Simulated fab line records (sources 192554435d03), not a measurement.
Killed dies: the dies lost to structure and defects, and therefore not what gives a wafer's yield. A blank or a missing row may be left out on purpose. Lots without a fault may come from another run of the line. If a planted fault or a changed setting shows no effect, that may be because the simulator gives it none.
Matching of chambers / flow n5 finfet / N5_HKMG_FIN_ETCH_54 on rie diel-04 has 4 sister chambers
The step etches SiARC in CF4, target depth 45.5 nm, time 75.8 s. 20 wafers are shown with their chamber, then 10 later ones without.

EACH WAFER AND ITS CHAMBER
wafer=L077.1; chamber=2; throttle valve pct (%)=15.64; showerhead plenum p Torr (Torr)=2.16; oes product au (a.u.)=0.71
wafer=L077.2; chamber=0; throttle valve pct (%)=15.87; showerhead plenum p Torr (Torr)=2.11; oes product au (a.u.)=0.59
wafer=L077.6; chamber=2; throttle valve pct (%)=15.62; showerhead plenum p Torr (Torr)=2.16; oes product au (a.u.)=0.71
wafer=L083.3; chamber=2; throttle valve pct (%)=15.66; showerhead plenum p Torr (Torr)=2.16; oes product au (a.u.)=0.70
wafer=L083.4; chamber=1; throttle valve pct (%)=15.86; showerhead plenum p Torr (Torr)=2.23; oes product au (a.u.)=0.65
wafer=L083.5; chamber=1; throttle valve pct (%)=15.86; showerhead plenum p Torr (Torr)=2.23; oes product au (a.u.)=0.65
wafer=L086.1; chamber=3; throttle valve pct (%)=15.35; showerhead plenum p Torr (Torr)=2.27; oes product au (a.u.)=0.76
wafer=L086.2; chamber=2; throttle valve pct (%)=15.66; showerhead plenum p Torr (Torr)=2.15; oes product au (a.u.)=0.69
wafer=L086.5; chamber=3; throttle valve pct (%)=15.35; showerhead plenum p Torr (Torr)=2.27; oes product au (a.u.)=0.76
wafer=L087.1; chamber=3; throttle valve pct (%)=15.37; showerhead plenum p Torr (Torr)=2.27; oes product au (a.u.)=0.75
wafer=L087.2; chamber=2; throttle valve pct (%)=15.65; showerhead plenum p Torr (Torr)=2.15; oes product au (a.u.)=0.68
wafer=L087.3; chamber=1; throttle valve pct (%)=15.88; showerhead plenum p Torr (Torr)=2.22; oes product au (a.u.)=0.63
wafer=L088.1; chamber=3; throttle valve pct (%)=15.39; showerhead plenum p Torr (Torr)=2.26; oes product au (a.u.)=0.75
wafer=L088.2; chamber=1; throttle valve pct (%)=15.87; showerhead plenum p Torr (Torr)=2.22; oes product au (a.u.)=0.64
wafer=L088.6; chamber=3; throttle valve pct (%)=15.37; showerhead plenum p Torr (Torr)=2.26; oes product au (a.u.)=0.74
wafer=L089.1; chamber=3; throttle valve pct (%)=15.39; showerhead plenum p Torr (Torr)=2.26; oes product au (a.u.)=0.74
wafer=L089.2; chamber=1; throttle valve pct (%)=15.89; showerhead plenum p Torr (Torr)=2.22; oes product au (a.u.)=0.64
wafer=L089.4; chamber=1; throttle valve pct (%)=15.90; showerhead plenum p Torr (Torr)=2.22; oes product au (a.u.)=0.65
wafer=L091.1; chamber=1; throttle valve pct (%)=15.90; showerhead plenum p Torr (Torr)=2.22; oes product au (a.u.)=0.64
wafer=L091.2; chamber=3; throttle valve pct (%)=15.38; showerhead plenum p Torr (Torr)=2.26; oes product au (a.u.)=0.73

SIGNATURES (averages over the wafers above)
reading=throttle valve pct; chamber 0=15.8700; chamber 1=15.8800; chamber 2=15.6460; chamber 3=15.3714; scatter within a chamber=0.017
reading=showerhead plenum p Torr; chamber 0=2.1100; chamber 1=2.2229; chamber 2=2.1560; chamber 3=2.2643; scatter within a chamber=0.00521
reading=oes product au; chamber 0=0.5900; chamber 1=0.6429; chamber 2=0.6980; chamber 3=0.7471; scatter within a chamber=0.0105
Rule: a wafer lies at a distance from a chamber equal to the root of the sum of squares, over the readings, of (its reading less the chamber's mean, divided by the reading's scatter). If the next closest chamber is less than 2 further off than the closest, the wafer can't be placed; otherwise it belongs to the closest. The scatter is the square root of a quotient: the sum, over the shown wafers, of each reading's squared deviation from its chamber's mean, divided by wafers minus chambers.

WAFERS MISSING THEIR CHAMBER
wafer=L091.3; throttle valve pct (%)=15.67; showerhead plenum p Torr (Torr)=2.15; oes product au (a.u.)=0.67
wafer=L092.2; throttle valve pct (%)=15.38; showerhead plenum p Torr (Torr)=2.26; oes product au (a.u.)=0.74
wafer=L092.4; throttle valve pct (%)=15.40; showerhead plenum p Torr (Torr)=2.26; oes product au (a.u.)=0.73
wafer=L092.6; throttle valve pct (%)=15.68; showerhead plenum p Torr (Torr)=2.15; oes product au (a.u.)=0.68
wafer=L096.1; throttle valve pct (%)=15.42; showerhead plenum p Torr (Torr)=2.11; oes product au (a.u.)=0.82
wafer=L096.2; throttle valve pct (%)=15.67; showerhead plenum p Torr (Torr)=2.15; oes product au (a.u.)=0.69
wafer=L096.5; throttle valve pct (%)=15.40; showerhead plenum p Torr (Torr)=2.26; oes product au (a.u.)=0.72
wafer=L097.2; throttle valve pct (%)=15.93; showerhead plenum p Torr (Torr)=2.21; oes product au (a.u.)=0.63
wafer=L097.3; throttle valve pct (%)=15.43; showerhead plenum p Torr (Torr)=2.26; oes product au (a.u.)=0.73
wafer=L097.4; throttle valve pct (%)=15.72; showerhead plenum p Torr (Torr)=2.15; oes product au (a.u.)=0.68

EACH ONE'S CHAMBER
wafer=L091.3; from the rows above=2; in truth=2
wafer=L092.2; from the rows above=3; in truth=3
wafer=L092.4; from the rows above=3; in truth=3
wafer=L092.6; from the rows above=2; in truth=2
wafer=L096.1; from the rows above=2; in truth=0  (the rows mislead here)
wafer=L096.2; from the rows above=2; in truth=2
wafer=L096.5; from the rows above=3; in truth=3
wafer=L097.2; from the rows above=1; in truth=1
wafer=L097.3; from the rows above=3; in truth=3
wafer=L097.4; from the rows above=2; in truth=2
Correct placement for 9 of the 10. Not placeable from these rows: 0. Number placed wrongly: 1.
